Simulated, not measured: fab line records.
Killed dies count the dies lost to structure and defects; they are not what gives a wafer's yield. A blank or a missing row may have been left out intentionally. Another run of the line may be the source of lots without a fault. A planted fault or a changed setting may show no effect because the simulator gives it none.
What tool caused it?	flow nand harc	12 lots, 36 wafers sampled, at 3 steps of a route of 1159

WHAT EACH GAUGE READ, for each wafer
NHARC_P_ZERO_WELL_CD_MEAS_24 targets a cd of 720 nm.
lot	measured	on	cd nm (nm)
L988	day 1 14:35	cd sem-02	723.2 721.7 720.4
L990	day 2 02:28	cd sem-03	719.1 716.0 714.6
L993	day 2 20:32	cd sem-02	715.5 711.6 718.2
L998	day 4 02:35	cd sem-03	706.7 704.2 702.0
L999	day 4 08:33	cd sem-02	718.9 722.8 722.6
L104	day 5 14:42	cd sem-01	714.9 712.0 721.3
L106	day 6 02:28	cd sem-03	722.2 721.3 716.0
L107	day 6 08:20	cd sem-02	719.8 721.1 723.7
L108	day 6 14:35	cd sem-01	717.4 719.5 714.5
L109	day 6 20:28	cd sem-01	719.9 719.3 718.6
L110	day 7 02:44	cd sem-02	722.4 718.6 718.8
L111	day 7 08:39	cd sem-02	716.7 714.1 715.0

WHAT TOOL EACH LOT RAN ON (gives the tool, then ch and the chambers of the sampled wafers, and finally the start)
lot	NHARC_P_ZERO_WELL_ETCH_63	NHARC_P_ZERO_WELL_EXPOSE_21
L988	rie si-02 ch 1,3, day 1 13:39	krf scanner-03 ch 0, day 1 14:25
L990	rie si-06 ch 0,1,3, day 2 01:32	krf scanner-02 ch 0, day 2 02:19
L993	rie si-03 ch 0,1,2, day 2 19:39	krf scanner-04 ch 0, day 2 20:22
L998	rie si-03 ch 0,3, day 4 01:40	krf scanner-03 ch 0, day 4 02:26
L999	rie si-03 ch 1,2, day 4 07:44	krf scanner-03 ch 0, day 4 08:23
L104	rie si-06 ch 0,1,2, day 5 13:48	krf scanner-03 ch 0, day 5 14:33
L106	rie si-06 ch 0,3, day 6 01:32	krf scanner-02 ch 0, day 6 02:19
L107	rie si-02 ch 1,2,3, day 6 07:32	krf scanner-02 ch 0, day 6 08:10
L108	rie si-03 ch 1,2,3, day 6 13:39	krf scanner-03 ch 0, day 6 14:25
L109	rie si-06 ch 0,3, day 6 19:31	krf scanner-02 ch 0, day 6 20:19
L110	rie si-06 ch 0,1, day 7 01:46	krf scanner-03 ch 0, day 7 02:35
L111	rie si-06 ch 0,1,2, day 7 07:43	krf scanner-04 ch 0, day 7 08:30
- NHARC_P_ZERO_WELL_ETCH_63: etches the open film in HBr/Cl2, target depth 120 nm, time 40.1 s.
- NHARC_P_ZERO_WELL_EXPOSE_21: exposes mask P NWELL, target cd 720 nm.

WHAT THE TOOLS THEMSELVES READ (means of the sampled wafers that have a number; where no wafer has one, the mark that the record gives instead)
NHARC_P_ZERO_WELL_ETCH_63.
lot	tool	drypump motor current A (A)	oes product au (a.u.)	throttle valve pct (%)
L988	rie si-02	5.1	1.009	26.403
L990	rie si-06	5.8	0.975	26.408
L993	rie si-03	6.0	0.997	26.410
L998	rie si-03	6.2	1.003	26.405
L999	rie si-03	5.9	0.995	26.406
L104	rie si-06	5.8	0.987	26.401
L106	rie si-06	6.0	1.002	26.404
L107	rie si-02	5.1	1.000	26.401
L108	rie si-03	6.0	0.998	26.406
L109	rie si-06	6.0	0.984	26.405
L110	rie si-06	5.4	0.978	26.403
L111	rie si-06	5.8	0.983	26.399

THE ANSWER, worked out from the rows above alone
Rule: usual is defined by the lots themselves. The widest of any qualifying gaps counts: lots, ordered by their means at a reading, are off when they make up no more than a third of the lots, leave a main group of 4 or more, and stand apart from it by 3 or more times the standard deviation of that group's means. If all means in a main group match to the digits the tables above print for the reading, that group is not used. A lot without any number at a reading at which 4 lots or more have one is off too. Where the step has rows for the other lots, those lots are counted as sound. Order of review: gauges by route order, followed by the tools' own readings, for which a lot's mean as printed above is used. The first step at which some lot is off is used, and at that step the reading that is off furthest; a lot without a number counts as furthest.
Off at NHARC_P_ZERO_WELL_CD_MEAS_24 (cd nm): L998. For the main group the mean is 718.5 nm and the standard deviation 2.5.
If a tool, at a process step before that reading, ran all the lots that are off and no sound lot after the first of them, it fits. Those tools and the gauges at NHARC_P_ZERO_WELL_CD_MEAS_24 are tried in the same way. Of those tried, none fits.

WHAT THE SIMULATOR HAD INSERTED
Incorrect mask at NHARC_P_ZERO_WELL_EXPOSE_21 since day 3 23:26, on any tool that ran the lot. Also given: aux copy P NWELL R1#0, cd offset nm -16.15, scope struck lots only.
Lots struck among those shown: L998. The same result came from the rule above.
